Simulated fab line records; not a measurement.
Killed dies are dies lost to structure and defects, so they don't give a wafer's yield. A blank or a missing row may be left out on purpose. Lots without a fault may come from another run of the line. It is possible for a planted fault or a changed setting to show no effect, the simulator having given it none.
Matching of chambers / flow n5_finfet / rie_si-04 running N5_FIN_CUT_CUT_ETCH_28: 4 sister chambers
The step etches Si in HBr/Cl2/O2, target depth 6 nm, time 2.4 s. 16 wafers are shown with their chamber, then 8 later ones without.

## WAFERS PAIRED WITH THEIR CHAMBERS
wafer=L075.2; chamber=1; throttle_valve_pct (%)=37.0; drypump_motor_current_A (A)=6.0; oes_product_au (a.u.)=1.007
wafer=L075.4; chamber=0; throttle_valve_pct (%)=37.4; drypump_motor_current_A (A)=6.0; oes_product_au (a.u.)=1.018
wafer=L075.6; chamber=1; throttle_valve_pct (%)=37.0; drypump_motor_current_A (A)=6.0; oes_product_au (a.u.)=1.005
wafer=L077.1; chamber=1; throttle_valve_pct (%)=37.0; drypump_motor_current_A (A)=6.0; oes_product_au (a.u.)=1.010
wafer=L077.3; chamber=0; throttle_valve_pct (%)=37.4; drypump_motor_current_A (A)=6.0; oes_product_au (a.u.)=1.018
wafer=L077.5; chamber=2; throttle_valve_pct (%)=36.6; drypump_motor_current_A (A)=5.4; oes_product_au (a.u.)=0.989
wafer=L080.1; chamber=2; throttle_valve_pct (%)=36.6; drypump_motor_current_A (A)=5.4; oes_product_au (a.u.)=0.968
wafer=L080.3; chamber=0; throttle_valve_pct (%)=37.4; drypump_motor_current_A (A)=6.0; oes_product_au (a.u.)=1.027
wafer=L080.6; chamber=3; throttle_valve_pct (%)=36.5; drypump_motor_current_A (A)=6.4; oes_product_au (a.u.)=1.020
wafer=L085.1; chamber=0; throttle_valve_pct (%)=37.3; drypump_motor_current_A (A)=6.1; oes_product_au (a.u.)=1.023
wafer=L085.2; chamber=1; throttle_valve_pct (%)=37.0; drypump_motor_current_A (A)=6.0; oes_product_au (a.u.)=1.013
wafer=L085.6; chamber=2; throttle_valve_pct (%)=36.6; drypump_motor_current_A (A)=5.4; oes_product_au (a.u.)=0.983
wafer=L086.3; chamber=0; throttle_valve_pct (%)=37.4; drypump_motor_current_A (A)=6.1; oes_product_au (a.u.)=1.015
wafer=L086.4; chamber=3; throttle_valve_pct (%)=36.5; drypump_motor_current_A (A)=6.4; oes_product_au (a.u.)=1.019
wafer=L086.5; chamber=0; throttle_valve_pct (%)=37.4; drypump_motor_current_A (A)=6.1; oes_product_au (a.u.)=1.022
wafer=L090.2; chamber=0; throttle_valve_pct (%)=37.4; drypump_motor_current_A (A)=6.0; oes_product_au (a.u.)=1.034

SIGNATURES, as means of the wafers listed above
reading=throttle_valve_pct; chamber 0=37.386; chamber 1=37.000; chamber 2=36.600; chamber 3=36.500; scatter within a chamber=0.0267
reading=drypump_motor_current_A; chamber 0=6.043; chamber 1=6.000; chamber 2=5.400; chamber 3=6.400; scatter within a chamber=0.0378
reading=oes_product_au; chamber 0=1.02243; chamber 1=1.00875; chamber 2=0.98000; chamber 3=1.01950; scatter within a chamber=0.00659
Rule: for a wafer and a chamber, the distance is found by dividing, reading by reading, the gap between the wafer's reading and the chamber's mean by the reading's scatter, squaring, summing and taking the root. If the next closest chamber is less than 2 further off than the closest, the wafer can't be placed; otherwise it belongs to the closest. The scatter is the square root of a quotient: the sum, over the shown wafers, of each reading's squared deviation from its chamber's mean, divided by wafers minus chambers.

## WAFERS MISSING THEIR CHAMBER
wafer=L090.3; throttle_valve_pct (%)=36.5; drypump_motor_current_A (A)=6.5; oes_product_au (a.u.)=1.017
wafer=L090.4; throttle_valve_pct (%)=36.5; drypump_motor_current_A (A)=6.5; oes_product_au (a.u.)=1.015
wafer=L091.3; throttle_valve_pct (%)=36.6; drypump_motor_current_A (A)=5.4; oes_product_au (a.u.)=0.983
wafer=L091.5; throttle_valve_pct (%)=36.5; drypump_motor_current_A (A)=6.4; oes_product_au (a.u.)=1.022
wafer=L091.6; throttle_valve_pct (%)=37.3; drypump_motor_current_A (A)=6.0; oes_product_au (a.u.)=1.025
wafer=L095.2; throttle_valve_pct (%)=36.5; drypump_motor_current_A (A)=6.4; oes_product_au (a.u.)=1.019
wafer=L095.3; throttle_valve_pct (%)=37.0; drypump_motor_current_A (A)=6.0; oes_product_au (a.u.)=1.015
wafer=L095.5; throttle_valve_pct (%)=36.6; drypump_motor_current_A (A)=5.4; oes_product_au (a.u.)=0.978

## THE CHAMBER EACH PASSED THROUGH
wafer=L090.3; from the rows above=3; in truth=3
wafer=L090.4; from the rows above=3; in truth=3
wafer=L091.3; from the rows above=2; in truth=2
wafer=L091.5; from the rows above=3; in truth=3
wafer=L091.6; from the rows above=0; in truth=0
wafer=L095.2; from the rows above=3; in truth=3
wafer=L095.3; from the rows above=1; in truth=1
wafer=L095.5; from the rows above=2; in truth=2
Correctly placed: 8 of 8. From these rows, 0 cannot be placed. Number placed wrongly: 0.
